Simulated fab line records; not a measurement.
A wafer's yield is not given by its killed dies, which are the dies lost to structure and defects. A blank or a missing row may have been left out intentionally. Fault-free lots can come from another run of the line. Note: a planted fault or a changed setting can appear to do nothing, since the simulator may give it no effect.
The same fault as seen by 2 desks -- flow nand_harc -- only its own numbers are on each desk; what lay behind them is given at the end

== THE METROLOGY DESK ==
Means of the sampled wafers that have a number, per lot and without regard to the tool the lot ran on: this is what the gauges read. Any lot whose mean is over 4 standard deviations away from the usual mean is out of limits and marked OUT; that distance is given in the brackets.
Columns: A = thk_nm at NHARC_A_ONON_D1_THK_MEAS_18, usual 1003 nm
lot,first seen here,A
L925,day 8 07:11,1013
L927,day 8 07:12,994
L924,day 8 07:32,1013
L929,day 8 22:44,1000
L928,day 8 22:45,998
L930,day 9 17:49,1001
L931,day 9 17:49,993
L936,day 11 00:43,1286 (+28) OUT
L937,day 11 13:55,1260 (+26) OUT
L940,day 11 21:30,1019
L941,day 12 06:52,992
L943,day 12 10:42,1006
L944,day 12 21:16,995
L946,day 13 05:32,1003
This desk's finding: out of limits on L936, L937; first on L936, day 11 00:43 (thk_nm at NHARC_A_ONON_D1_THK_MEAS_18). L925, L927, L924, L929, L928, L930, L931, L940, L941, L943, L944, L946 stayed within limits.

== THE DEFECT DESK ==
Counts from the inspections along the route, per lot, as means over the sampled wafers that have a number. Any lot whose mean is over 4 standard deviations away from the usual mean is out of limits and marked OUT; that distance is given in the brackets.
Columns: A = raw_defect_count at NHARC_A_ONON_D1_INSPECT_32, usual 68
lot,first seen here,A
L925,day 8 10:09,83
L927,day 8 10:13,76
L924,day 8 10:24,47
L928,day 9 01:36,48
L929,day 9 01:40,67
L930,day 9 20:50,65
L931,day 9 20:58,74
L936,day 11 03:38,78
L937,day 11 17:02,113
L940,day 12 00:19,65
L941,day 12 09:40,46
L943,day 12 13:30,71
L944,day 13 00:14,63
L946,day 13 08:35,80
Result from this desk: across the 14 lots, nothing is out of limits.

== PUT TOGETHER ==
The metrology desk could have raised an alarm at day 11 00:43, on L936, L937.
Nothing out of limits was seen by the defect desk.
The defect desk has L936, L937 on record, within its limits.
On pecvd_onon-03, each named lot ran NHARC_A_ONON_D1_DEP_16.

== WHAT THE SIMULATOR PUT IN ==
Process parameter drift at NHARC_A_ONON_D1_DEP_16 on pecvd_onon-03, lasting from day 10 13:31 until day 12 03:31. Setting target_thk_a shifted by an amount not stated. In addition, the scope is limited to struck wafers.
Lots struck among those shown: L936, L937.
Hours from the fault's start to each desk's first reading out of limits: the metrology desk, 11.
